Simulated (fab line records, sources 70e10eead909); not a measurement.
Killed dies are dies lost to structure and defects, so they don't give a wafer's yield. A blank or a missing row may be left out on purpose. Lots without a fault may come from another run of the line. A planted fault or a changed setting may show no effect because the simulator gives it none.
A struck lot beside a sound one | flow nand_harc | 42 steps out of a route of 1302
Sound: wafers L487.1, L487.5, L487.6. Struck: wafers L503.1, L503.4, L503.6. The cause comes at the end.
At each step with rows: each side's tool, then ch and its chambers, then its first start. Under that, the readings that differ: sound wafers | struck wafers | difference of the means | sigmas: that difference in standard deviations of wafers without a fault.
alike: readings whose means differ by less than 2 such deviations, and words and numbers that are the same on both sides. not compared: withheld readings, readings that some wafer has no value for, bounds like >300 that may hide the same value, and numbers for which the record gives no deviation and whose values overlap.
The two part at a step that has a row with sigmas, a row that says differs or no value, or rows on one side only. Numbers that don't overlap but have no deviation are shown without sigmas and don't part them. A reading that every wafer of one side lacks parts them only if that side has two wafers or more.

first, 4 steps without rows for these wafers: NHARC_A_CHANNEL_HOLE_D1_STRIP_41 (strips in N2/H2); NHARC_A_CHANNEL_HOLE_D1_STRIP_42 (strips in CF4/CHF3); NHARC_A_CHANNEL_HOLE_D1_STRIP_43 (strips in O2/COS); NHARC_A_CHANNEL_HOLE_D1_ETCH_44 (etches the open film in CF4/O2, target depth 140 nm, overetch 14 nm, time 77 s).
NHARC_A_CHANNEL_HOLE_D1_STRIP_27: strips in O2.
  sound on rie_diel-01 ch 0,3; struck on rie_diel-08 ch 2,3
  alike: drypump_motor_current_A, oes_product_au, rf_vpp_V, showerhead_plenum_p_Torr, throttle_valve_pct
  not compared: rf_hours_counter_h
then, 2 steps without rows for these wafers: NHARC_A_CHANNEL_HOLE_D1_PRECLEAN_28 (cleans in SC1); NHARC_A_CHANNEL_HOLE_D1_SRD_29.
NHARC_A_CHANNEL_HOLE_D1_CD_MEAS_30:
  sound on cd_sem-03, day 10 13:54; struck on cd_sem-03, day 17 04:12
  reading    | sound          | struck         | difference | sigmas
  cd_nm (nm) | 88.3 89.6 87.8 | 91.9 91.7 91.3 | +3.1       | +2
then, 1 step without rows for these wafers: NHARC_A_CHANNEL_HOLE_D1_XSEM_31.
NHARC_A_CHANNEL_HOLE_D1_INSPECT_40:
  sound on defect_inspect-01, day 10 14:05; struck on defect_inspect-02, day 17 04:23
  alike: raw_defect_count
then, 2 steps without rows for these wafers: NHARC_A_CHANNEL_FILL_D1_PRECLEAN_00 (cleans in SC1); NHARC_A_CHANNEL_FILL_D1_SRD_01.
NHARC_A_CHANNEL_FILL_D1_ALD_02: deposits SiO2, target thk 6 nm, pulse time 10 s, ald cycles 60.
  sound on ald_hk-01 ch 0,1, day 10 14:17; struck on ald_hk-01 ch 1,2,3, day 17 04:43
  reading    | sound    | struck   | difference | sigmas
  ald_cycles | 60 60 60 | 48 48 48 | -12        |
  alike: heater_power_outer_w, heater_power_w, precursor_pulse_height_rel, susceptor_temp_C
then, 3 steps without rows for these wafers: NHARC_A_CHANNEL_FILL_D1_ALD_03 (deposits SiNx, target thk 6 nm, pulse time 60 s, ald cycles 58); NHARC_A_CHANNEL_FILL_D1_ALD_14 (deposits SiO2, target thk 2.5 nm, pulse time 10 s, ald cycles 25); NHARC_A_CHANNEL_FILL_D1_ALD_15 (deposits SiNx, target thk 2 nm, pulse time 60 s, ald cycles 19).
NHARC_A_CHANNEL_FILL_D1_ALD_16: deposits SiO2, target thk 1.5 nm, pulse time 10 s, ald cycles 15.
  sound on ald_hk-01 ch 0,1,3, day 11 02:34; struck on ald_hk-04 ch 0,2, day 17 16:46
  alike: ald_cycles, heater_power_outer_w, heater_power_w, precursor_pulse_height_rel, susceptor_temp_C
then, 3 steps without rows for these wafers: NHARC_A_CHANNEL_FILL_D1_ANNEAL_17 (time 1800 s); NHARC_A_CHANNEL_FILL_D1_CVD_18 (deposits poly-Si, target thk 3 nm); NHARC_A_CHANNEL_FILL_D1_ETCHBACK_19 (etches the open film in HBr/Cl2, target depth 5 nm, time 1.7 s).
NHARC_A_CHANNEL_FILL_D1_ETCHBACK_20: etches the open film in C4F8/O2/Ar, target depth 27 nm, time 13.5 s.
  sound on rie_diel-11 ch 0,1,2, day 11 15:31; struck on rie_diel-02 ch 0,2, day 18 04:46
  alike: oes_product_au, rf_vpp_V
  not compared: rf_hours_counter_h
then, 5 steps without rows for these wafers: NHARC_A_CHANNEL_FILL_D1_STRIP_28 (strips in O2, time 20 s); NHARC_A_CHANNEL_FILL_D1_PRECLEAN_21 (cleans in dHF, time 30 s); NHARC_A_CHANNEL_FILL_D1_SRD_23; NHARC_A_CHANNEL_FILL_D1_CVD_05 (deposits poly-Si, target thk 5 nm); NHARC_A_CHANNEL_FILL_D1_ANNEAL_22 (time 7200 s).
NHARC_A_CHANNEL_FILL_D1_THK_MEAS_06: measures by ellipsometry.
  sound on film_metro-02, day 12 05:33; struck on film_metro-02, day 18 17:05
  alike: thk_nm
then, 6 steps without rows for these wafers: NHARC_A_CHANNEL_FILL_D1_ALD_25 (deposits SiOx, target thk 60 nm, pulse time 10 s, ald cycles 600); NHARC_A_CHANNEL_FILL_D1_ETCHBACK_08 (etches the open film in C4F8, target depth 220 nm, time 110 s); NHARC_A_CHANNEL_FILL_D1_STRIP_29 (strips in O2, time 20 s); NHARC_A_CHANNEL_FILL_D1_PRECLEAN_30 (cleans in dHF, time 30 s); NHARC_A_CHANNEL_FILL_D1_SRD_31; NHARC_A_CHANNEL_FILL_D1_CVD_09 (deposits poly-Si, target thk 150 nm, time 3000 s).
NHARC_A_CHANNEL_FILL_D1_CMP_10: polishes, target thk 150 nm.
  sound on cmp-01 ch 1,2,3, day 12 17:02; struck on cmp-02 ch 1,2,3, day 19 04:54
  alike: motor_current_A, slurry_filter_dp_kPa, time_to_endpoint_s
then, 1 step without rows for these wafers: NHARC_A_CHANNEL_FILL_D1_SRD_12.
NHARC_A_CHANNEL_FILL_D1_INSPECT_13:
  sound on defect_inspect-02, day 12 17:24; struck on defect_inspect-01, day 19 05:19
  alike: raw_defect_count
NHARC_A_DECK1_JOINT_ETCHBACK_07: etches the open film in HBr, target depth 105 nm, time 26.9 s.
  sound on rie_si-06 ch 0,1, day 12 17:28; struck on rie_si-01 ch 1,3, day 19 05:22
  alike: drypump_motor_current_A, oes_product_au, throttle_valve_pct
  not compared: rf_hours_counter_h
then, 3 steps without rows for these wafers: NHARC_A_DECK1_JOINT_ETCH_25 (etches SiO2 in dHF, target depth 0.5 nm); NHARC_A_DECK1_JOINT_ETCH_19 (etches poly-Si in TMAH, target depth 3 nm); NHARC_A_DECK1_JOINT_ETCH_18 (etches SiO2 in dHF, target depth 3 nm).
-- the record jumps here: 13 days lie between the struck wafers' starts before and after (it left off in module A_DECK1_JOINT and takes up again in module END, whose first step shown is number 1301 of the route) --
NHARC_END_WLT_00:
  sound on prober-01, day 26 08:05; struck on prober-01, day 32 16:14
  reading                           | sound             | struck            | difference | sigmas
  VT_DECK1_BOTTOM                   | 0.871 0.875 0.874 | 0.858 0.854 0.846 | -0.021     | -3
  VT_DECK1_BOTTOM_INNER             | 0.880 0.877 0.877 | 0.864 0.852 0.850 | -0.023     | -3
  VT_DECK1_MEDIAN_NEAR_BOTTOM       | 0.880 0.875 0.872 | 0.856 0.861 0.853 | -0.019     | -3
  VT_DECK1_MEDIAN_NEAR_BOTTOM_INNER | 0.871 0.874 0.872 | 0.856 0.851 0.844 | -0.022     | -3
  VT_DECK1_MIDDLE                   | 0.888 0.886 0.887 | 0.863 0.863 0.859 | -0.025     | -4
  VT_DECK1_MIDDLE_INNER             | 0.882 0.882 0.900 | 0.867 0.858 0.857 | -0.027     | -4
  VT_DECK1_TOP                      | 0.896 0.904 0.896 | 0.863 0.866 0.872 | -0.032     | -5
  VT_DECK1_TOP_INNER                | 0.901 0.893 0.904 | 0.877 0.871 0.865 | -0.028     | -4
  VT_DECK2_MEDIAN_NEAR_BOTTOM_INNER | 0.869 0.871 0.856 | 0.889 0.890 0.879 | +0.021     | +2
  alike: VT_DECK2_BOTTOM, VT_DECK2_BOTTOM_INNER, VT_DECK2_MEDIAN_NEAR_BOTTOM, VT_DECK2_MIDDLE, VT_DECK2_MIDDLE_INNER, VT_DECK2_TOP, VT_DECK2_TOP_INNER
then, 1 step without rows for these wafers: NHARC_END_SORT_01.

WHERE THEY PART
First at NHARC_A_CHANNEL_HOLE_D1_CD_MEAS_30; last, within this record, at NHARC_END_WLT_00.

WHY: what the simulator had put in
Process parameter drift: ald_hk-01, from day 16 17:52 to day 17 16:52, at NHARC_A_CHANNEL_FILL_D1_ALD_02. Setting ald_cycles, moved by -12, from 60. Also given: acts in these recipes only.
